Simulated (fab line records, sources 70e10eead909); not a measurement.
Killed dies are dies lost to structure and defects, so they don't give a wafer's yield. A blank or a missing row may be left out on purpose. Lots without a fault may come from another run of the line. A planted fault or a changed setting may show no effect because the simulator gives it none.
A struck lot beside a sound one | flow nand_harc | 14 steps out of a route of 1159
Sound: wafers L569.3, L569.4, L569.6. Struck: wafers L566.4, L566.6. (L566.5 of the same lot was not struck and is left out.) The cause comes at the end.
At each step with rows: each side's tool, then ch and its chambers, then its first start. Under that, the readings that differ: sound wafers | struck wafers | difference of the means | sigmas: that difference in standard deviations of wafers without a fault.
alike: readings whose means differ by less than 2 such deviations, and words and numbers that are the same on both sides. not compared: withheld readings, readings that some wafer has no value for, bounds like >300 that may hide the same value, and numbers for which the record gives no deviation and whose values overlap.
The two part at a step that has a row with sigmas, a row that says differs or no value, or rows on one side only. Numbers that don't overlap but have no deviation are shown without sigmas and don't part them. A reading that every wafer of one side lacks parts them only if that side has two wafers or more.

first, 8 steps without rows for these wafers: NHARC_THIN_TSV_DEHYDRATE_25 (time 120 s); NHARC_THIN_TSV_HMDS_26 (time 30 s); NHARC_THIN_TSV_COAT_27; NHARC_THIN_TSV_SOFTBAKE_28 (time 95 s); NHARC_THIN_TSV_EBR_29; NHARC_THIN_TSV_EXPOSE_30 (exposes mask PAD); NHARC_THIN_TSV_PEB_31 (peb time 85 s); NHARC_THIN_TSV_DEVELOP_32 (time 70 s).
NHARC_THIN_TSV_CD_MEAS_33: target cd 5000 nm.
  sound on cd_sem-02 ch 0, day 22 19:25; struck on cd_sem-03 ch 0, day 22 01:16
  alike: cd_nm
then, 1 step without rows for these wafers: NHARC_THIN_TSV_HARDBAKE_34 (time 80 s).
NHARC_THIN_TSV_DESCUM_35: chemistry O2, time 3 s.
  sound on rie_diel-06 ch 0,1,3, day 22 19:35; struck on rie_diel-06 ch 0,1, day 22 01:26
  alike: drypump_motor_current_A, oes_product_au, rf_vpp_V, showerhead_plenum_p_Torr, throttle_valve_pct
  not compared: rf_hours_counter_h
NHARC_THIN_TSV_ETCH_59: etches the open film in Cl2/BCl3, target depth 880 nm, time 138.1 s.
  sound on rie_metal-01 ch 0,1, day 22 19:47; struck on rie_metal-03 ch 0, day 22 01:39
  alike: drypump_motor_current_A, oes_product_au, run_length_s, throttle_valve_pct
  not compared: rf_hours_counter_h
NHARC_THIN_TSV_ETCH_36: etches the open film in Cl2/BCl3, target depth 65 nm, time 18.571 s.
  sound on rie_metal-01 ch 0,1, day 22 19:59; struck on rie_metal-03 ch 0,1, day 22 01:54
  reading          | sound          | struck    | difference | sigmas
  run_length_s (s) | 40.2 39.2 38.8 | 35.1 35.1 | -4.3       | -9
  alike: drypump_motor_current_A, oes_product_au
  not compared: rf_hours_counter_h
NHARC_THIN_TSV_STRIP_56: strips in O2.
  sound on plasma_asher-01 ch 0,1, day 22 20:10; struck on plasma_asher-01 ch 1, day 22 02:14
  alike: drypump_motor_current_A, heater_power_w
  not compared: rf_hours_counter_h

WHERE THEY PART
Only at NHARC_THIN_TSV_ETCH_36, within this record. Later steps at which nothing parts them and some readings are alike: NHARC_THIN_TSV_STRIP_56.

WHY: what the simulator had put in
Process parameter drift: rie_metal-03, from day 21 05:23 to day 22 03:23, at NHARC_THIN_TSV_ETCH_36. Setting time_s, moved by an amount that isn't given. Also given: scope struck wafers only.
